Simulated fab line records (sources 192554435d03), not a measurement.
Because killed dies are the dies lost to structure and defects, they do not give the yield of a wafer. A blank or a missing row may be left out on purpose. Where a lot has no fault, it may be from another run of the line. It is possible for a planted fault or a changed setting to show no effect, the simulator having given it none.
Split-lot study / flow n5-finfet / 21 wafers read across 7 lots, on a route 1938 steps long

== THE SPLIT ==
At N5_SDB_CUT_ETCH_26 (etches Si in HBr/Cl2/O2, target depth 129.6 nm, bt time 20 s, time 51.8 s), the setting icp-w was moved away from the recipe's 800 W on 5 of the 21 wafers read, by -9.2% to +7.1%. All remaining wafers had this setting at the recipe value.

The reading comes from the split's own step.

== THE READING ==
etch.depth-nm (the simulator's own value, which no gauge read), in nm, at N5_SDB_CUT_ETCH_26 (etches Si in HBr/Cl2/O2, target depth 129.6 nm, bt time 20 s, time 51.8 s). No usual value for it is given in the file. Here, 16 wafers ran the recipe; their average is 129.2 nm with a standard deviation of 2.1 nm.

wafer=L081.2; tool, chamber at the split=rie-si-02, 1; icp-w as run, W=726.7; against the recipe=-9.2%; etch.depth-nm, nm=123.5; against lot-mates on the recipe=-7.1
wafer=L081.5; tool, chamber at the split=rie-si-02, 0; icp-w as run, W=800; against the recipe=recipe; etch.depth-nm, nm=130.6; against lot-mates on the recipe=-
wafer=L081.6; tool, chamber at the split=rie-si-02, 1; icp-w as run, W=726.7; against the recipe=-9.2%; etch.depth-nm, nm=124.8; against lot-mates on the recipe=-5.8
wafer=L083.2; tool, chamber at the split=rie-si-01, 0; icp-w as run, W=800; against the recipe=recipe; etch.depth-nm, nm=127.3; against lot-mates on the recipe=-
wafer=L083.4; tool, chamber at the split=rie-si-01, 3; icp-w as run, W=800; against the recipe=recipe; etch.depth-nm, nm=125.4; against lot-mates on the recipe=-
wafer=L083.5; tool, chamber at the split=rie-si-01, 2; icp-w as run, W=800; against the recipe=recipe; etch.depth-nm, nm=130.8; against lot-mates on the recipe=-
wafer=L085.1; tool, chamber at the split=rie-si-04, 2; icp-w as run, W=800; against the recipe=recipe; etch.depth-nm, nm=131.9; against lot-mates on the recipe=-
wafer=L085.2; tool, chamber at the split=rie-si-04, 3; icp-w as run, W=800; against the recipe=recipe; etch.depth-nm, nm=131.3; against lot-mates on the recipe=-
wafer=L085.6; tool, chamber at the split=rie-si-04, 0; icp-w as run, W=800; against the recipe=recipe; etch.depth-nm, nm=132; against lot-mates on the recipe=-
wafer=L086.3; tool, chamber at the split=rie-si-04, 3; icp-w as run, W=758; against the recipe=-5.2%; etch.depth-nm, nm=127.1; against lot-mates on the recipe=-4.5
wafer=L086.5; tool, chamber at the split=rie-si-04, 3; icp-w as run, W=758; against the recipe=-5.2%; etch.depth-nm, nm=127.1; against lot-mates on the recipe=-4.5
wafer=L086.6; tool, chamber at the split=rie-si-04, 0; icp-w as run, W=800; against the recipe=recipe; etch.depth-nm, nm=131.6; against lot-mates on the recipe=-
wafer=L089.3; tool, chamber at the split=rie-si-02, 2; icp-w as run, W=800; against the recipe=recipe; etch.depth-nm, nm=128.5; against lot-mates on the recipe=-
wafer=L089.5; tool, chamber at the split=rie-si-02, 1; icp-w as run, W=800; against the recipe=recipe; etch.depth-nm, nm=129.4; against lot-mates on the recipe=-
wafer=L089.6; tool, chamber at the split=rie-si-02, 2; icp-w as run, W=800; against the recipe=recipe; etch.depth-nm, nm=127.5; against lot-mates on the recipe=-
wafer=L090.2; tool, chamber at the split=rie-si-02, 1; icp-w as run, W=800; against the recipe=recipe; etch.depth-nm, nm=129.9; against lot-mates on the recipe=-
wafer=L090.4; tool, chamber at the split=rie-si-02, 0; icp-w as run, W=857.1; against the recipe=+7.1%; etch.depth-nm, nm=134.9; against lot-mates on the recipe=+4.8
wafer=L090.6; tool, chamber at the split=rie-si-02, 0; icp-w as run, W=800; against the recipe=recipe; etch.depth-nm, nm=130.4; against lot-mates on the recipe=-
wafer=L096.2; tool, chamber at the split=rie-si-02, 2; icp-w as run, W=800; against the recipe=recipe; etch.depth-nm, nm=126.8; against lot-mates on the recipe=-
wafer=L096.3; tool, chamber at the split=rie-si-02, 3; icp-w as run, W=800; against the recipe=recipe; etch.depth-nm, nm=127; against lot-mates on the recipe=-
wafer=L096.5; tool, chamber at the split=rie-si-02, 2; icp-w as run, W=800; against the recipe=recipe; etch.depth-nm, nm=127.1; against lot-mates on the recipe=-

THE FIT
A straight line over all 21 wafers: etch.depth-nm changes by +0.583 nm for each +1% of icp-w; r = +0.74; the points scatter about the line by 2 nm.
The same after taking each lot's own level away (the mean of its wafers on the recipe; 21 wafers): +0.722 nm for each +1%; r = +0.93; scatter 1 nm.
Per that fit: largest icp-w move, reading shift of 6.6 nm.
The lots' own levels span 126.97 to 131.73 nm, that is 2.3 times the standard deviation above.
So the lot-to-lot level blurs the effect unless lot-mates are compared.
Check: for one of the wafers moved furthest among these (-9.2%), held out of the fit, the line's prediction against its lot-mates is -6.5 nm. Against them it came out at -7.1 nm.

== THESE WAFERS: OTHER SPLITS ==
Other splits were also applied to these wafers ahead of the reading. Each is held against what the fit with the lots' levels taken away leaves over:
other split on the same wafers=N5_WELL_APT_COAT_19 spin-rpm; wafers away from the commonest value=10; r with etch.depth-nm (lot level and that fit taken away)=+0.04
other split on the same wafers=N5_FIN_SAQP_SPACER1_ALD_24 ald-cycles; wafers away from the commonest value=6; r with etch.depth-nm (lot level and that fit taken away)=+0.13
other split on the same wafers=N5_FIN_CUT_EXPOSE_05 dose-mj; wafers away from the commonest value=10; r with etch.depth-nm (lot level and that fit taken away)=-0.05
other split on the same wafers=N5_SPACER0_ALD_00 ald-cycles; wafers away from the commonest value=7; r with etch.depth-nm (lot level and that fit taken away)=-0.02
other split on the same wafers=N5_SD_EPI_N_PEB_07 peb-temp-c; wafers away from the commonest value=8; r with etch.depth-nm (lot level and that fit taken away)=-0.30

== THE WHOLE CHAIN: every reading that the file lists as answering this split, in the file's order ==
step=N5_SDB_CUT_ETCH_26; what it does=etches Si in HBr/Cl2/O2, target depth 129.6 nm, bt time 20 s, time 51.8 s; reading=SDB.feature-depth-nm (the simulator's own value, which no gauge read); change (the file's fit)=+0.708 nm for each +1% of the setting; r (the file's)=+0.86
step=N5_SDB_CUT_ETCH_26; what it does=etches Si in HBr/Cl2/O2, target depth 129.6 nm, bt time 20 s, time 51.8 s; reading=etch.depth-nm (the simulator's own value, which no gauge read); change (the file's fit)=+0.714 nm for each +1% of the setting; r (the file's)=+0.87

== THE FILE'S OWN FIT ==
etch.depth-nm changes by +0.714 nm for each +1% of icp-w, r = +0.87.
